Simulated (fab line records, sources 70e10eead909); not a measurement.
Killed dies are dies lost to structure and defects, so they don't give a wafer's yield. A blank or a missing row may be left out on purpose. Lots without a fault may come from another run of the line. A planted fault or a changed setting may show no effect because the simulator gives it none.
Which tool did it? | flow nand_harc | 11 lots, 33 wafers sampled, at 2 steps of a route of 1159

WHAT THE GAUGES READ, wafer by wafer
NHARC_P_BONDPAD_THK_MEAS_33: measures by ellipsometry.
lot  | measured     | on            | thk_nm (nm)
L133 | day 6 09:16  | film_metro-02 | 198.8 198.2 198.6
L134 | day 6 10:02  | film_metro-02 | 200.4 199.4 199.1
L138 | day 7 17:21  | film_metro-02 | 197.9 197.2 200.8
L141 | day 8 07:07  | film_metro-02 | 199.9 199.2 197.7
L142 | day 8 07:55  | film_metro-02 | 199.2 199.2 201.9
L148 | day 10 06:26 | film_metro-01 | 200.3 199.0 201.9
L149 | day 10 13:56 | film_metro-01 | 200.9 199.0 200.1
L152 | day 10 22:03 | film_metro-01 | 202.1 200.9 199.0
L153 | day 11 08:43 | film_metro-01 | 200.7 200.2 199.8
L154 | day 11 09:26 | film_metro-01 | 196.9 200.2 201.6
L156 | day 12 00:08 | film_metro-01 | 197.8 200.3 198.1

WHICH TOOL RAN EACH LOT (tool, then ch and the chambers of the sampled wafers, then the start)
lot  | NHARC_P_M2_DESCUM_14
L133 | rie_diel-09 ch 0,3, day 6 05:19
L134 | rie_diel-09 ch 1,3, day 6 06:01
L138 | rie_diel-09 ch 0,1,2, day 7 13:15
L141 | rie_diel-09 ch 0,2, day 8 03:17
L142 | rie_diel-09 ch 1,2,3, day 8 04:01
L148 | rie_diel-09 ch 0,2,3, day 10 02:38
L149 | rie_diel-09 ch 0,2,3, day 10 09:59
L152 | rie_diel-03 ch 1,2,3, day 10 18:08
L153 | rie_diel-03 ch 1,2, day 11 04:53
L154 | rie_diel-03 ch 1,2, day 11 05:27
L156 | rie_diel-03 ch 0,1,3, day 11 19:50
- NHARC_P_M2_DESCUM_14: chemistry O2, time 3 s.

THE ANSWER, worked out from the rows above alone
Rule: what is usual is taken from the lots themselves. Put in order of their means at a reading, lots are off if they are a third of the lots or fewer, leave a main group of 4 or more, and stand apart from it by a gap of 3 or more times the standard deviation of the main group's means; of several such gaps the widest counts. A main group whose means are all the same, to the digits that the tables above print for the reading, isn't used. A lot without any number at a reading at which 4 lots or more have one is off too. The other lots that the step has rows for count as sound.
No lot is off at any reading shown: from this, nothing can be told.

WHAT THE SIMULATOR HAD PUT IN
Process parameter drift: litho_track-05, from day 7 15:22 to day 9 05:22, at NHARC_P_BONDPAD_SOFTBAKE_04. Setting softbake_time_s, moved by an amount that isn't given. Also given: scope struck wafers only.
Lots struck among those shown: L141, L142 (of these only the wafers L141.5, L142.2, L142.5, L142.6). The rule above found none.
